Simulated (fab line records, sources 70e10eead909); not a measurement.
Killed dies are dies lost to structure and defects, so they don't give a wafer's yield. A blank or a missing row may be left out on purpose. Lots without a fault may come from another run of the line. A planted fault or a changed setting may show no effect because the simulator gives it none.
fab line records | flow nand_harc
record lots=6 wafers=18 last_day=34
route steps=1302 shown A_SLIT@942 A_SIN_REMOVE@947 A_WL_FILL@952 END@1302
lots that met no fault: from a run of the same line without faults
start_h: hours from the record's first day to the start of the lot's first wafer shown | wait_h: hours since the lot's step before | " the same as in the row above | L1.1+2: a row that stands for several wafers | - no value, or no start given | * or withheld: withheld | < > ~ a bound
route shown NAME@n: a module of which the file shows steps, and the number in the route of the first | usual: mean/standard deviation of fault-free wafers | same: alike in all rows | chamber/n: place in a boat | sites: the reading at each site | _std_site: their standard deviation | _edge_site: outer sites' mean less inner sites' | radius_mm: how far each site lies from the wafer's centre | mask NAME#n: copy n | behind: the tool/chamber that last shaped the wafer | hold: why the lot was held/for how many hours/how that ended | device: the transistor (n, p or np) that didn't switch | end of line: the same wafers' tests at the end of the route | a step without rows: its recipe alone | killed: dies lost to structure and defects at the first sort, not the wafer's yield | map: a wafer's dies, x killed, . not, _ none there
set.NAME: the setting as run; set.NAME@STEP: as run at that earlier step | model.NAME: the simulator's own value behind a step, which no gauge read
lots at some steps of the route; a table a step, a row a wafer
services: from which hour (start_h, from the record's first day; less than 0 if before it) a tool's chamber was out of use, for how many hours, and why
## steps
# step NHARC_A_SLIT_ETCH_29
# recipe target_depth_a=1000 overetch_a=100 time_s=55 ion_energy_ev=100 cf4_flow_sccm=80 o2_flow_sccm=20 ar_flow_sccm=0 rf_w=300 bias_w=100 chemistry=CF4/O2
# usual drypump_motor_current_A=5.7/0.53 oes_product_au=1.003/0.01 rf_vpp_V=198.4/1.4 showerhead_plenum_p_Torr=1.36/0.054 throttle_valve_pct=13.398/0.0086
# columns lot.wafer tool chamber start_h wait_h drypump_motor_current_A oes_product_au rf_hours_counter_h rf_vpp_V showerhead_plenum_p_Torr throttle_valve_pct
L150.1 rie_diel-12 3 474.87 0.1 5.7 1.013 3 200.0 1.41 13.414
L150.2 " 2 " " 5.4 1.021 3 197.6 1.27 13.382
L150.6 " 2 " " 5.4 1.011 - 196.1 1.27 13.389
L155.4 rie_diel-12 0 503.86 0.1 6.4 1.006 2 199.6 1.41 13.388
L155.3 " 2 " " 5.4 1.014 5 196.2 1.27 13.401
L155.1 " 3 " " 5.7 1.005 5 199.6 1.41 13.396
L164.3 rie_diel-07 0 588.68 0.1 6.4 1.014 4 197.0 1.29 13.397
L164.2 " 1 " " 4.9 1.010 4 199.3 1.41 13.403
L164.5 " 3 " " 6.6 0.989 - 196.8 1.31 13.397
L163.3 rie_diel-05 1 600.51 0.1 5.3 1.008 0 200.4 1.40 13.395
L163.2 " 2 " " 5.5 0.992 0 198.6 1.41 13.403
L163.5 " 3 " " 6.2 1.004 - 196.5 1.27 13.394
L173.4 rie_diel-12 3 674.46 0.1 5.7 0.993 1 198.6 1.41 13.396
L173.3 " 1 " " 5.0 0.984 1 197.8 1.36 13.389
L173.6 " 0 " " 6.4 1.003 - 199.9 1.41 13.383
L172.4 rie_diel-05 3 678.71 0.1 6.1 0.993 5 195.8 1.27 13.401
L172.2 " 0 " " 5.8 1.017 6 197.6 1.36 13.394
L172.5 " 3 " " 6.1 0.998 - 196.6 1.27 13.384
# step NHARC_A_SLIT_STRIP_18
# recipe o2_flow_sccm=500 ar_flow_sccm=0 bias_w=0 chemistry=O2
# usual drypump_motor_current_A=5.7/0.53 oes_product_au=1.003/0.0091 rf_vpp_V=57.9/0.86 showerhead_plenum_p_Torr=3.59/0.14 throttle_valve_pct=17.038/0.0084
# columns lot.wafer tool chamber start_h wait_h drypump_motor_current_A oes_product_au rf_hours_counter_h rf_vpp_V showerhead_plenum_p_Torr throttle_valve_pct
L150.2 rie_diel-12 3 - - 5.7 1.009 3 57.4 3.72 17.040
L150.1 " 1 " " 4.9 0.995 3 57.4 3.59 17.050
L150.6 " 2 " " 5.4 1.012 - 57.7 3.37 17.036
L155.1 rie_diel-12 1 - - 5.0 0.989 4 58.0 3.59 17.034
L155.3 " 2 " " 5.4 1.012 5 56.6 3.37 17.045
L155.4 " 3 " " 5.7 1.002 5 57.5 3.72 17.025
L164.3 rie_diel-07 1 - - 4.9 1.005 4 57.3 3.71 17.049
L164.2 " 2 " " 6.3 1.033 4 56.8 3.50 17.039
L164.5 " 0 " " 6.4 1.017 - 57.5 3.42 17.038
L163.3 rie_diel-05 1 - - 5.4 1.006 0 57.4 3.70 17.036
L163.2 " 2 " " 5.5 0.994 0 58.4 3.72 17.042
L163.5 " 3 " " 6.2 1.006 - 59.1 3.37 17.039
L173.3 rie_diel-12 1 - - 5.0 0.989 1 57.2 3.58 17.038
L173.4 " 2 " " 5.4 1.007 1 57.5 3.37 17.035
L173.6 " 0 " " 6.4 0.990 - 59.0 3.71 17.042
L172.4 rie_diel-05 1 - - 5.4 0.989 6 56.5 3.69 17.036
L172.2 " 2 " " 5.5 0.997 5 58.1 3.71 17.048
L172.5 " 0 " " 5.8 1.010 - 58.5 3.60 17.041
# step NHARC_A_SLIT_PRECLEAN_19
# recipe time_s=* temp_c=50 bath_age_min=0 chemistry=SC1
# step NHARC_A_SLIT_SRD_20
# step NHARC_A_SLIT_CD_MEAS_21
# usual cd_nm=289.3/0.92
# columns lot.wafer tool chamber start_h wait_h cd_nm
L150.1 cd_sem-02 - 475.64 - 290.6
L150.2 " - " " 290.6
L150.6 " - " " 289.0
L155.1 cd_sem-01 - 504.88 - 290.6
L155.3 " - " " 288.5
L155.4 " - " " 289.1
L164.2 cd_sem-01 - 589.84 - 290.8
L164.3 " - " " 290.0
L164.5 " - " " 290.7
L163.2 cd_sem-03 - 601.05 - 288.1
L163.3 " - " " 288.4
L163.5 " - " " 287.4
L173.3 cd_sem-03 - 675.00 - 289.9
L173.4 " - " " 289.9
L173.6 " - " " 289.8
L172.2 cd_sem-02 - 679.24 - 289.3
L172.4 " - " " 289.1
L172.5 " - " " 290.0
# step NHARC_A_SIN_REMOVE_WET_00
# recipe temp_c=160 time_s=15300 chemistry=H3PO4
# step NHARC_A_SIN_REMOVE_PRECLEAN_01
# recipe time_s=* temp_c=50 bath_age_min=0 chemistry=SC1
# step NHARC_A_SIN_REMOVE_SRD_02
# step NHARC_A_SIN_REMOVE_INSPECT_04
# usual raw_defect_count=397/84
# columns lot.wafer tool chamber start_h wait_h raw_defect_count
L150.1 defect_inspect-01 - 482.07 0.0 403
L150.2 " - " " 494
L150.6 " - " " 506
L155.1 defect_inspect-01 - 511.55 0.0 364
L155.3 " - " " 518
L155.4 " - " " 382
L164.2 defect_inspect-02 - 596.50 0.0 345
L164.3 " - " " 300
L164.5 " - " " 342
L163.2 defect_inspect-01 - 608.70 0.0 435
L163.3 " - " " 361
L163.5 " - " " 441
L173.3 defect_inspect-01 - 681.62 0.0 429
L173.4 " - " " 449
L173.6 " - " " 457
L172.2 defect_inspect-01 - 685.89 0.0 471
L172.4 " - " " 371
L172.5 " - " " 403
# step NHARC_A_WL_FILL_ALD_00
# recipe target_thk_a=30 pulse_time_s=3 ald_cycles=30 temp_c=300 material=Al2O3
# step NHARC_A_WL_FILL_RTA_01
# recipe temp_c=1000 time_s=5
# usual lamp_power_pct=35.44/0.042 wafer_temp_C_max=1004.5/0.85
# columns lot.wafer tool chamber start_h wait_h lamp_power_pct wafer_temp_C_max
L150.1 rtp_anneal-01 0 482.56 - 35.44 1003.3
L150.2 " 0 " " 35.52 1004.4
L150.6 " 0 " " 35.50 1003.7
L155.1 rtp_anneal-01 0 511.90 - 35.37 1003.4
L155.3 " 0 " " 35.48 1003.8
L155.4 " 0 " " 35.52 1005.5
L164.2 rtp_anneal-02 0 597.03 0.4 35.48 1003.9
L164.3 " 0 " " 35.41 1004.0
L164.5 " 0 " " 35.44 1004.9
L163.2 rtp_anneal-02 0 609.31 - 35.44 1003.9
L163.3 " 0 " " 35.46 1004.9
L163.5 " 0 " " 35.44 1003.6
L173.3 rtp_anneal-02 0 681.99 - 35.43 1004.3
L173.4 " 0 " " 35.47 1006.6
L173.6 " 0 " " 35.46 1005.9
L172.2 rtp_anneal-02 0 686.26 - 35.42 1005.0
L172.4 " 0 " " 35.43 1005.2
L172.5 " 0 " " 35.42 1003.3
# step NHARC_A_WL_FILL_ALD_02
# recipe target_thk_a=20 pulse_time_s=3 ald_cycles=100 temp_c=450 material=TiN
# usual ald_cycles=100/0 heater_power_w=1107/110 precursor_pulse_height_rel=0.999/0.02 susceptor_temp_C=450.01/0.23
# columns lot.wafer tool chamber start_h wait_h ald_cycles heater_power_w precursor_pulse_height_rel since_wet_clean_h susceptor_temp_C
L150.2 ald_metal-03 1 482.82 0.2 100 897 1.006 83 449.49
L150.1 " 3 " " 100 1153 1.035 83 450.04
L150.6 " 0 " " 100 1161 0.955 - 450.28
L155.3 ald_metal-03 0 512.11 0.1 100 1191 1.025 112 450.47
L155.4 " 1 " " 100 889 1.022 112 450.06
L155.1 " 2 " " 100 1124 1.004 112 449.72
L164.3 ald_metal-02 3 597.29 0.2 74 1004 0.999 155 450.01
L164.2 " 0 " " 74 1019 1.051 155 450.13
L164.5 " 2 " " 100 1227 1.001 - 449.92
L163.3 ald_metal-02 3 609.50 0.1 74 1037 1.001 168 449.99
L163.2 " 2 " " 74 1223 0.987 168 450.08
L163.5 " 3 " " 100 1036 0.990 - 450.08
L173.4 ald_metal-04 2 682.15 0.1 100 1072 1.025 20 450.08
L173.3 " 3 " " 100 1191 0.997 20 450.15
L173.6 " 3 " " 100 1190 0.999 - 450.11
L172.2 ald_metal-03 1 686.44 0.2 100 921 1.021 109 450.03
L172.4 " 3 " " 100 1142 1.016 109 449.97
L172.5 " 1 " " 100 933 1.027 - 449.93
# step NHARC_A_WL_FILL_CVD_03
# recipe target_thk_a=400 temp_c=300 pressure_torr=40 wf6_flow_sccm=40 h2_flow_sccm=1600 ar_flow_sccm=1560 time_s=279 material=W
# usual heater_power_w=463/20 mfc_h2_sccm=1600/4.7 susceptor_temp_C=300.02/0.2 throttle_valve_pct=7.77/0.28
# columns lot.wafer tool chamber start_h wait_h heater_power_w mfc_h2_sccm since_wet_clean_h susceptor_temp_C throttle_valve_pct
L150.2 cvd_w-01 0 483.22 0.1 479 1604 104 300.55 7.77
L150.1 " 1 " " 475 1589 104 300.15 7.69
L150.6 " 0 " " 479 1600 - 300.20 7.45
L155.1 cvd_w-02 1 512.60 0.1 428 1604 49 - 7.87
L155.4 " 0 " " 492 1599 - - 8.10
L155.3 " 1 " " 432 1605 - - 7.90
L164.2 cvd_w-01 1 597.76 0.2 480 1604 - 300.20 7.76
L164.3 " 1 " " 472 1597 - 300.10 7.52
L164.5 " 1 " " 466 1607 - 300.01 7.56
L163.2 cvd_w-02 0 610.73 0.8 482 1602 147 299.56 8.00
L163.3 " 1 " " 441 1601 - 300.10 8.10
L163.5 " 0 " " 478 1601 - 299.92 7.82
L173.4 cvd_w-01 0 682.69 0.2 475 1601 - 300.05 7.71
L173.3 " 1 " " 481 1603 - 300.20 7.66
L173.6 " 1 " " 477 1596 - 300.46 7.52
L172.2 cvd_w-01 1 686.88 0.1 466 1603 127 - 7.88
L172.4 " 0 " " 474 1600 - - 7.40
L172.5 " 1 " " 469 1589 - - 7.73
# step NHARC_A_WL_FILL_ETCHBACK_04
# recipe target_depth_a=600 time_s=120 chemistry=NF3
# usual drypump_motor_current_A=5.8/0.34 he_backside_leak_sccm=3.5/0.45 oes_product_au=0.995/0.0064 run_length_s=141.3/0.44
# columns lot.wafer tool chamber start_h wait_h drypump_motor_current_A he_backside_leak_sccm oes_product_au rf_hours_counter_h run_length_s
L150.2 rie_metal-02 0 483.62 0.3 6.0 3.1 1.000 0.3 141.0
L150.1 " 1 " " 5.8 3.7 0.995 0.3 141.0
L150.6 " 1 " " 5.8 3.8 0.993 - 141.1
L155.1 rie_metal-01 1 512.92 0.3 5.7 3.7 1.003 2.2 141.3
L155.4 " 1 " " 5.7 3.6 0.995 - 141.1
L155.3 " 0 " " 5.5 3.5 0.995 - 140.7
L164.2 rie_metal-01 0 598.35 0.5 5.5 3.3 1.001 0.1 168.8
L164.3 " 0 " " 5.5 3.3 1.005 - 168.6
L164.5 " 0 " " 5.5 3.4 1.000 - 140.6
L163.2 rie_metal-01 1 611.11 0.3 5.7 3.7 0.989 0.3 169.4
L163.3 " 1 " " 5.7 3.8 1.004 - 169.4
L163.5 " 0 " " 5.5 3.6 0.996 - 140.6
L173.4 rie_metal-01 0 683.02 0.3 5.5 3.4 0.988 - 140.5
L173.3 " 1 " " 5.7 3.8 0.994 - 141.3
L173.6 " 0 " " 5.5 3.5 0.983 - 140.6
L172.2 rie_metal-02 0 687.25 0.3 6.0 3.1 0.983 0.7 141.1
L172.4 " 0 " " 6.0 3.2 0.991 - 141.8
L172.5 " 0 " " 6.0 3.1 0.990 - 141.6
# step NHARC_A_WL_FILL_ETCHBACK_05
# recipe target_depth_a=220 time_s=60 temp_c=40 chemistry=Cl2/BCl3
# usual drypump_motor_current_A=5.8/0.34 he_backside_leak_sccm=3.4/0.3 oes_product_au=0.996/0.0077 run_length_s=81.3/0.43 temp_c=39.99/0.11
# columns lot.wafer tool chamber start_h wait_h drypump_motor_current_A he_backside_leak_sccm oes_product_au rf_hours_counter_h run_length_s temp_c
L150.2 rie_metal-02 0 483.86 0.2 6.0 3.1 1.000 0.4 81.1 40.13
L150.1 " 1 " " 5.8 3.5 0.985 0.4 81.2 39.83
L150.6 " 1 " " 5.8 3.8 0.986 - 81.6 39.93
L155.1 rie_metal-01 0 513.17 0.2 5.5 3.5 0.991 2.3 80.7 40.13
L155.4 " 1 " " 5.7 3.6 0.986 - 81.1 39.93
L155.3 " 0 " " 5.5 3.3 1.001 - 81.1 40.05
L164.2 rie_metal-01 0 598.60 0.2 5.5 3.5 0.996 0.2 80.5 40.01
L164.3 " 0 " " 5.5 3.5 1.003 - 80.9 40.07
L164.5 " 0 " " 5.5 3.6 0.999 - 80.8 39.86
L163.2 rie_metal-01 0 611.36 0.2 5.5 3.4 0.999 0.4 80.8 40.06
L163.3 " 0 " " 5.5 3.4 0.998 - 81.0 39.95
L163.5 " 0 " " 5.5 3.4 0.992 - 80.4 40.10
L173.4 rie_metal-01 1 683.22 0.2 5.7 3.3 0.994 - 81.0 40.01
L173.3 " 0 " " 5.5 3.4 0.988 - 80.4 40.05
L173.6 " 1 " " 5.7 3.4 1.001 - 81.3 40.01
L172.2 rie_metal-02 0 687.51 0.2 6.0 3.2 0.990 0.9 81.0 39.98
L172.4 " 1 " " 5.8 3.7 0.998 - 81.3 39.86
L172.5 " 1 " " 5.9 3.6 0.994 - 81.0 40.06
# step NHARC_END_SORT_01
# recipe temp_c=25
# usual killed_at_array=41/10 killed_at_other=0.8/0.91 killed_at_periphery=4.2/2.9 killed_dies=46/10 killed_open=3.5/2.1 killed_short=2.5/1.6
# same gross_dies=677
# columns lot.wafer tool chamber start_h wait_h killed_at_array killed_at_other killed_at_periphery killed_dies killed_open killed_short
L150.1 prober-01 0 585.73 2.5 34 1 4 39 10 3
L150.2 prober-01 0 586.53 2.8 34 0 4 38 2 2
L150.6 prober-01 0 589.76 4.0 28 0 2 30 3 0
L155.1 prober-02 0 603.67 2.5 51 1 1 53 4 2
L155.3 prober-02 0 605.26 3.1 64 0 1 65 4 2
L155.4 prober-02 0 606.06 3.4 55 0 0 55 0 2
L164.2 prober-01 0 693.53 2.8 45 0 6 51 7 4
L164.3 prober-01 0 694.32 3.1 30 0 9 39 1 3
L164.5 prober-01 0 695.90 3.7 37 0 8 45 1 2
L163.2 prober-01 0 701.30 2.8 39 0 1 40 1 3
L163.3 prober-01 0 702.10 3.1 37 1 3 41 4 2
L163.5 prober-01 0 703.70 3.7 31 0 2 33 1 1
L173.3 prober-02 0 793.87 3.1 35 0 7 42 7 2
L173.4 prober-02 0 794.66 3.4 31 0 7 38 6 3
L173.6 prober-02 0 796.24 3.9 35 0 3 38 6 2
L172.2 prober-02 0 803.88 2.8 42 0 10 52 2 1
L172.4 prober-02 0 805.48 3.4 48 0 8 56 4 4
L172.5 prober-02 0 806.28 3.7 56 1 5 62 4 6
# killed by level:class
L150.1 A_CHANNEL_HOLE_D2:chamber_film_flake=13 A_CHANNEL_HOLE_D1:chamber_film_flake=4 P_CONTACT:geometric_particle:open=3 A_CONTACT:chamber_film_flake=3 A_ONON_D1:geometric_particle:open=2 A_M0:geometric_particle:open=2 A_STAIRCASE:chamber_film_flake=2 A_WL_FILL:chamber_film_flake=2
L150.2 A_CHANNEL_HOLE_D2:chamber_film_flake=14 A_CHANNEL_HOLE_D1:chamber_film_flake=11 A_STAIRCASE:chamber_film_flake=3 A_CONTACT:chamber_film_flake=3 A_WL_FILL:chamber_film_flake=2 P_CONTACT:geometric_particle:short=1 P_CONTACT:geometric_particle:open=1 P_M0:geometric_particle:short=1
L150.6 A_CHANNEL_HOLE_D1:chamber_film_flake=13 A_CHANNEL_HOLE_D2:chamber_film_flake=7 A_CONTACT:chamber_film_flake=3 P_GATE:chamber_film_flake=2 A_STAIRCASE:chamber_film_flake=2 A_CHANNEL_FILL_D2:geometric_particle:open=1 A_STAIRCASE:geometric_particle:open=1 A_BLC:geometric_particle:open=1
L155.1 A_SLIT:chamber_film_flake=18 A_CHANNEL_HOLE_D2:chamber_film_flake=12 A_CHANNEL_HOLE_D1:chamber_film_flake=7 A_CONTACT:chamber_film_flake=4 A_STAIRCASE:chamber_film_flake=2 P_M0:geometric_particle:open=1 A_ONON_D1:geometric_particle:short=1 A_CHANNEL_HOLE_D1:geometric_particle:open=1
L155.3 A_CHANNEL_HOLE_D1:chamber_film_flake=21 A_CHANNEL_HOLE_D2:chamber_film_flake=16 A_SLIT:chamber_film_flake=14 A_CONTACT:chamber_film_flake=4 A_M0:geometric_particle:open=2 A_DECK1_JOINT:chamber_film_flake=2 A_ONON_D2:geometric_particle:short=1 A_STAIRCASE:geometric_particle:short=1
L155.4 A_CHANNEL_HOLE_D2:chamber_film_flake=19 A_CHANNEL_HOLE_D1:chamber_film_flake=15 A_SLIT:chamber_film_flake=10 A_CONTACT:chamber_film_flake=6 A_SOURCE_PLATE:geometric_particle:short=2 A_DECK1_JOINT:chamber_film_flake=1 A_STAIRCASE:chamber_film_flake=1 A_SGD_CUT:chamber_film_flake=1
L164.2 A_CHANNEL_HOLE_D1:chamber_film_flake=21 A_CHANNEL_HOLE_D2:chamber_film_flake=8 P_GATE:chamber_film_flake=3 A_ONON_D1:geometric_particle:short=2 A_DECK1_JOINT:geometric_particle:open=2 A_ZERO_WELL:chamber_film_flake=2 A_SLIT:chamber_film_flake=2 P_STI:geometric_particle:open=1
L164.3 A_CHANNEL_HOLE_D1:chamber_film_flake=14 A_CHANNEL_HOLE_D2:chamber_film_flake=9 P_GATE:chamber_film_flake=7 A_WL_FILL:geometric_particle:short=2 A_BLC:chamber_film_flake=2 P_CONTACT:geometric_particle:open=1 P_M0:geometric_particle:short=1 A_CHANNEL_FILL_D1:chamber_film_flake=1
L164.5 A_CHANNEL_HOLE_D1:chamber_film_flake=15 A_CHANNEL_HOLE_D2:chamber_film_flake=10 P_GATE:chamber_film_flake=8 A_WL_FILL:chamber_film_flake=4 A_SLIT:chamber_film_flake=2 A_ONON_D1:geometric_particle:short=1 A_ONON_D2:geometric_particle:open=1 A_CHANNEL_FILL_D2:geometric_particle:short=1
L163.2 A_CHANNEL_HOLE_D1:chamber_film_flake=15 A_CONTACT:chamber_film_flake=9 A_SLIT:chamber_film_flake=4 A_STAIRCASE:chamber_film_flake=2 A_ONON_D1:geometric_particle:short=1 A_DECK1_JOINT:geometric_particle:short=1 A_WL_FILL:geometric_particle:short=1 A_BLC:geometric_particle:open=1
L163.3 A_CHANNEL_HOLE_D1:chamber_film_flake=17 A_STAIRCASE:chamber_film_flake=3 A_SLIT:chamber_film_flake=3 A_CONTACT:chamber_film_flake=3 A_DECK1_JOINT:chamber_film_flake=2 A_CHANNEL_HOLE_D2:chamber_film_flake=2 A_M0:chamber_film_flake=2 P_CONTACT:geometric_particle:open=1
L163.5 A_CHANNEL_HOLE_D1:chamber_film_flake=15 A_SLIT:chamber_film_flake=6 A_CONTACT:chamber_film_flake=4 A_STAIRCASE:chamber_film_flake=2 A_WL_FILL:chamber_film_flake=2 A_CHANNEL_FILL_D1:geometric_particle:short=1 A_CHANNEL_FILL_D1:geometric_particle:open=1 P_ZERO_WELL:chamber_film_flake=1
L173.3 A_CHANNEL_HOLE_D2:chamber_film_flake=8 A_SLIT:chamber_film_flake=8 A_STAIRCASE:chamber_film_flake=7 A_CONTACT:chamber_film_flake=4 A_WL_FILL:chamber_film_flake=3 A_BLC:geometric_particle:open=2 P_GATE:chamber_film_flake=2 P_CONTACT:geometric_particle:short=1
L173.4 A_SLIT:chamber_film_flake=14 A_CHANNEL_HOLE_D2:chamber_film_flake=6 A_STAIRCASE:chamber_film_flake=4 P_CONTACT:geometric_particle:open=2 A_CHANNEL_FILL_D2:geometric_particle:short=2 P_GATE:chamber_film_flake=2 P_M0:geometric_particle:open=1 A_CHANNEL_FILL_D1:geometric_particle:open=1
L173.6 A_CHANNEL_HOLE_D2:chamber_film_flake=13 A_SLIT:chamber_film_flake=7 A_WL_FILL:chamber_film_flake=4 A_CONTACT:chamber_film_flake=4 A_STAIRCASE:chamber_film_flake=2 P_STI:geometric_particle:open=1 P_GATE:geometric_particle:open=1 P_CONTACT:geometric_particle:open=1
L172.2 A_SLIT:chamber_film_flake=15 A_CONTACT:chamber_film_flake=12 P_BONDPAD:chamber_film_flake=6 A_CHANNEL_HOLE_D2:chamber_film_flake=5 A_SGD_CUT:chamber_film_flake=3 P_STI:chamber_film_flake=2 A_CHANNEL_FILL_D2:chamber_film_flake=2 A_CHANNEL_HOLE_D2:geometric_particle:short=1
L172.4 A_CONTACT:chamber_film_flake=13 A_SLIT:chamber_film_flake=12 A_CHANNEL_HOLE_D2:chamber_film_flake=8 A_CHANNEL_FILL_D2:chamber_film_flake=4 P_STI:chamber_film_flake=3 A_CHANNEL_FILL_D2:geometric_particle:short=2 P_GATE:chamber_film_flake=2 P_CONTACT:chamber_film_flake=2
L172.5 A_CHANNEL_HOLE_D2:chamber_film_flake=17 A_SLIT:chamber_film_flake=16 A_CONTACT:chamber_film_flake=9 A_M0:geometric_particle:short=2 P_BONDPAD:chamber_film_flake=2 A_SGD_CUT:chamber_film_flake=2 A_M1:chamber_film_flake=2 P_STI:geometric_particle:open=1
## services
# columns tool chamber start_h hours kind
rie_metal-02 - 454.00 9.0 pm
rie_diel-07 - 471.22 9.0 pm
cvd_w-01 - 477.99 1.2 repair
ald_metal-03 - 481.63 0.6 repair
rie_metal-02 0 495.83 76.7 repair
ald_metal-02 1 507.15 4.6 repair
rie_metal-02 1 507.27 1.9 repair
rie_diel-07 0 512.88 1.2 repair
ald_metal-02 0 517.52 19.9 repair
rie_diel-12 2 544.23 16.7 repair
cvd_w-01 - 547.29 13.0 pm
rie_diel-05 1 547.89 9.6 repair
ald_metal-03 - 568.00 10.0 pm
rie_diel-12 0 568.12 15.6 repair
rie_diel-12 3 574.13 1.2 repair
rie_metal-01 - 575.00 9.0 pm
ald_metal-02 - 577.85 0.6 repair
rie_diel-05 - 583.60 9.0 pm
cvd_w-01 0 593.70 21.6 repair
ald_metal-02 - 610.00 10.0 pm
cvd_w-01 0 621.47 16.0 repair
rie_diel-12 - 623.43 9.0 pm
ald_metal-03 1 627.33 10.9 repair
rie_metal-02 - 631.00 9.0 pm
## key
first_sign step=NHARC_A_WL_FILL_ALD_02 reading=ald_cycles direction=down sigmas=99+ usual=100 struck=74
effect step=NHARC_A_WL_FILL_ETCHBACK_04 reading=run_length_s direction=up sigmas=64 usual=* struck=*
met_at NHARC_A_WL_FILL_ALD_02,NHARC_A_WL_FILL_ETCHBACK_04
struck_wafers L163.2,L163.3,L164.2,L164.3
tester_left_out L163,L164
onset_between 512.92 597.29
fault kind=process_parameter_drift tool=ald_metal-02 chamber=- onset_h=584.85 steps=NHARC_A_WL_FILL_ALD_02 channel=ald_cycles offset=-26 shape=step end_h=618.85 scope=struck_wafers_only acts_in=these_recipes_only stated=100
fault kind=process_parameter_drift tool=rie_metal-01 chamber=- onset_h=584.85 steps=NHARC_A_WL_FILL_ETCHBACK_04 channel=time_s offset=* shape=step end_h=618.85 scope=struck_wafers_only acts_in=* stated=*
# tester_left_out: of these lots the tester's yield and bins aren't shown, on N5 and GAA mostly nor the transistor test; their killed dies are dies lost to structure and defects alone, not to doping, threshold or leakage, so they don't give the yield
